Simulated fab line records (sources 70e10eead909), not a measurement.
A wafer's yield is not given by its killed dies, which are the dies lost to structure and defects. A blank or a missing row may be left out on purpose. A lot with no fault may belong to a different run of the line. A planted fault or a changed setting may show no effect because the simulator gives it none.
The tool behind it: which one? ; flow nand_harc ; 10 lots, 30 wafers sampled, at 5 steps of a route of 1159

WHAT EACH GAUGE READ, for each wafer
NHARC_A_M0_CD_MEAS_09: the cd target is 80 nm.
lot;measured;on;cd_nm (nm)
L212;day 17 11:20;cd_sem-03;79.7 80.4 80.2
L213;day 17 16:34;cd_sem-03;80.3 80.8 80.4
L217;day 17 23:26;cd_sem-03;79.5 80.2 79.9
L216;day 18 03:58;cd_sem-01;80.9 80.6 80.7
L218;day 19 03:45;cd_sem-01;79.7 80.2 79.7
L229;day 22 03:34;cd_sem-01;92.5 93.4 92.7
L228;day 22 04:52;cd_sem-01;92.2 92.7 92.9
L234;day 22 21:03;cd_sem-03;81.0 80.0 79.9
L233;day 22 22:14;cd_sem-01;80.3 79.9 80.3
L235;day 23 09:43;cd_sem-02;78.9 80.6 79.7

WHICH TOOL RAN EACH LOT (tool, then ch and the chambers of the sampled wafers, then the start)
lot;NHARC_A_BLC_ETCH_18;NHARC_A_BLC_STRIP_29;NHARC_A_BLC_CVD_24;NHARC_A_M0_PEB_07
L212;rie_diel-11 ch 0,1,2, day 17 07:28 or earlier;rie_diel-11 ch 0,1,2, day 17 07:28;cvd_w-02 ch 0,1, day 17 11:16 or earlier;litho_track-04 ch 0, day 17 11:16
L213;rie_diel-11 ch 0,1,3, day 17 13:38 or earlier;rie_diel-10 ch 0,2,3, day 17 13:38;cvd_w-02 ch 0,1, day 17 16:29 or earlier;litho_track-04 ch 0, day 17 16:29
L217;rie_diel-02 ch 0,1,3, day 17 18:01 or earlier;rie_diel-10 ch 0,3, day 17 18:01;cvd_w-01 ch 0,1, day 17 23:21 or earlier;litho_track-04 ch 0, day 17 23:21
L216;rie_diel-11 ch 1,2,3, day 18 01:07 or earlier;rie_diel-11 ch 0,3, day 18 01:07;cvd_w-01 ch 0,1, day 18 03:53 or earlier;litho_track-04 ch 0, day 18 03:53
L218;rie_diel-11 ch 1,2,3, day 19 00:47 or earlier;rie_diel-11 ch 0,1,2, day 19 00:47;cvd_w-01 ch 0,1, day 19 03:40 or earlier;litho_track-01 ch 0, day 19 03:40
L229;rie_diel-11 ch 0,1,3, day 21 18:54 or earlier;rie_diel-02 ch 0,1,2, day 21 18:54;cvd_w-01 ch 0,1, day 22 03:29 or earlier;litho_track-04 ch 0, day 22 03:29
L228;rie_diel-11 ch 0,1,2, day 21 23:41 or earlier;rie_diel-02 ch 0,1, day 21 23:41;cvd_w-01 ch 0,1, day 22 04:46 or earlier;litho_track-04 ch 0, day 22 04:46
L234;rie_diel-10 ch 0,1,2, day 22 15:36 or earlier;rie_diel-11 ch 0,3, day 22 15:36;cvd_w-01 ch 0,1, day 22 20:58 or earlier;litho_track-06 ch 0, day 22 20:58
L233;rie_diel-11 ch 0,2,3, day 22 19:23 or earlier;rie_diel-10 ch 1,2,3, day 22 19:23;cvd_w-01 ch 0,1, day 22 22:10 or earlier;litho_track-01 ch 0, day 22 22:10
L235;rie_diel-02 ch 0,1,3, day 23 06:47 or earlier;rie_diel-11 ch 0,1,2, day 23 06:47;cvd_w-02 ch 0,1, day 23 09:38 or earlier;litho_track-06 ch 0, day 23 09:38
- NHARC_A_BLC_ETCH_18: etches the open film in C4F8/O2/Ar, target depth 910 nm.
- NHARC_A_BLC_STRIP_29: strips in CF4.
- NHARC_A_BLC_CVD_24: deposits W, target thk 150 nm, time 434 s.
- NHARC_A_M0_PEB_07: peb time 65 s.

THE ANSWER, worked out from the rows above alone
Rule: the lots themselves supply what counts as usual. The widest of any qualifying gaps counts: lots, ordered by their means at a reading, are off when they make up no more than a third of the lots, leave a main group of 4 or more, and stand apart from it by 3 or more times the standard deviation of that group's means. A main group whose means are all the same, to the digits that the tables above print for the reading, isn't used. Also off: a lot with no number at a reading for which 4 or more lots have one. All remaining lots with rows at the step are treated as sound.
Off: L229, L228, at NHARC_A_M0_CD_MEAS_09 (cd_nm). The main group has a mean of 80.2 nm with a standard deviation of 0.32.
If a tool, at a process step before that reading, ran all the lots that are off and no sound lot after the first of them, it fits. Those tools and the gauges at NHARC_A_M0_CD_MEAS_09 are tried in the same way. With no start given for some of its lots, NHARC_A_BLC_ETCH_18 uses the hours and lot order of NHARC_A_BLC_STRIP_29. With no start given for some of its lots, NHARC_A_BLC_CVD_24 uses the hours and lot order of NHARC_A_M0_PEB_07. 2 tools fit, rie_diel-02 at NHARC_A_BLC_STRIP_29 and litho_track-04 at NHARC_A_M0_PEB_07, so this cannot tell which one it is.

WHAT WAS PUT IN BY THE SIMULATOR
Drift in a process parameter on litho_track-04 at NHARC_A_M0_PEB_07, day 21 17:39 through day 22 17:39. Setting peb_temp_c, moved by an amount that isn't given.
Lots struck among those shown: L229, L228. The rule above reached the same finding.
